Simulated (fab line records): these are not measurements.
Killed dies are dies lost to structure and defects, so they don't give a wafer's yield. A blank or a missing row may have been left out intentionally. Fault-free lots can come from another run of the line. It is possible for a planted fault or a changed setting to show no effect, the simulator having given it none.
Code-filled problem report in 8D (eight disciplines) form -- flow nand_harc -- the parts of the form that need people (team, actions taken, sign-off) are left out

== 1. WHAT WENT WRONG ==
killed_dies at NHARC_END_SORT_01 reads a mean of 677 on 1 wafer of 1 lot; wafers without a fault read 64 with a standard deviation of 17. Measured from the usual mean, that is +36 standard deviations.
First seen on wafer L218.3, day 29 06:20, on prober-01. At this step, 36 wafers from 12 lots have a number in the record. By rule, "out" or "out of limits" means more than 4 standard deviations away from the usual mean. All remaining wafers that have a number are taken as sound.

== 2. WHAT IT IS AND WHAT IT IS NOT ==
question,is,is not
which readings at this step,"killed_dies, killed_at_array","killed_at_other, killed_at_periphery, killed_open, killed_short"
which lots,L218,"L210, L211, L214, L215, L216, L217, L222, L225, L227, L229, L230"
which wafers of those lots,L218.3,"L218.1, L218.4"
read on which gauges,prober-01,prober-02
when,from day 29 06:20,"up to then (19 sound wafers); but 16 sound wafers of L218, L222, L225, L227, L229, L230 came after"

== 3. SUSPECTS, AND WHAT RULES EACH OUT ==
Counting: if a tool at a process step up to the reading ran every lot that is out, it stays a suspect. Sound lots after the first of them don't rule it out here, since some wafers of a struck lot are sound.
- the gauge at NHARC_END_SORT_01: kept. All the wafers that are out were read on prober-01, and no step on other tools shows them out.
- rie_diel-07 at NHARC_A_BLC_ETCH_18 (etches the open film in C4F8/O2/Ar, target depth 910 nm): kept. The lot that is out, L218, ran on it at day 27 06:09; the last sound lot it ran before that was L216, at day 26 01:55. Because NHARC_A_BLC_ETCH_18 lacks a start for some lots, the hours and order of its lots are taken from NHARC_A_BLC_STRIP_29.
- rie_diel-04 at NHARC_A_BLC_STRIP_29 (strips in CF4): kept. The lot that is out, L218, ran on it at day 27 06:09; the last sound lot it ran before that was L215, at day 25 04:43.
- pvd_sputter-01 at NHARC_A_BLC_DEGAS_30 (time 60 s): kept. The lot that is out, L218, ran on it at day 27 06:40; the last sound lot it ran before that was L216, at day 26 02:25.
- ald_metal-01 at NHARC_A_BLC_ALD_23 (deposits TiN, target thk 3 nm, pulse time 1 s, ald cycles 150): kept. The lot that is out, L218, ran on it at day 27 06:55; the last sound lot it ran before that was L216, at day 26 02:40.
- Within rie_diel-07 at NHARC_A_BLC_ETCH_18: the wafers that are out ran in chamber 2; their sound lot-mates ran in chambers 1, 3.
- Within rie_diel-04 at NHARC_A_BLC_STRIP_29: the wafers that are out ran in chamber 1; their sound lot-mates ran in chambers 0, 2.
- Within ald_metal-01 at NHARC_A_BLC_ALD_23: the wafers that are out ran in chamber 0; their sound lot-mates ran in chambers 1, 3.
Left after counting: rie_diel-07 at NHARC_A_BLC_ETCH_18, rie_diel-04 at NHARC_A_BLC_STRIP_29, pvd_sputter-01 at NHARC_A_BLC_DEGAS_30, ald_metal-01 at NHARC_A_BLC_ALD_23, prober-01 at NHARC_END_SORT_01.

== 4. THE CAUSE (what the simulator had put in) ==
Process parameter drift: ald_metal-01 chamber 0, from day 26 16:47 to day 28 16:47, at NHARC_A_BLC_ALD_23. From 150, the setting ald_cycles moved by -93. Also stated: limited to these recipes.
After counting, 5 suspects remain, this tool included.

== 5. SEQUENCE OF EFFECTS, ordered by route ==
Each row: a reading whose mean over the struck wafers that have a number lies more than 3 standard deviations from the usual. Only readings whose record carries a usual standard deviation are examined. hours: median over the lots of the time between each lot's start at the first step of this table that gives one and its start at this step. sigmas: the change, counted in usual standard deviations.
hours,step,reading,usual,on struck wafers,change,sigmas
0,NHARC_END_SORT_01,killed_at_array,59,670,+611,+36
0,NHARC_END_SORT_01,killed_dies,64,677,+613,+36

== 6. WHAT WOULD HAVE CAUGHT IT SOONER ==
The first out-of-limits reading at a measuring or inspecting step in this record came at day 29 06:20, 62 hours after the fault's start at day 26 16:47.
Tool readings at NHARC_A_BLC_ALD_23 with a usual standard deviation given in the record: none out on any struck wafer, hence no alarm at a limit of 4 standard deviations on them.
The start of NHARC_A_BLC_ALD_23 on ald_metal-01 came by day 29 06:20 for every one of the lots that are out (1). Holding the tool at that point would not have protected any of them.
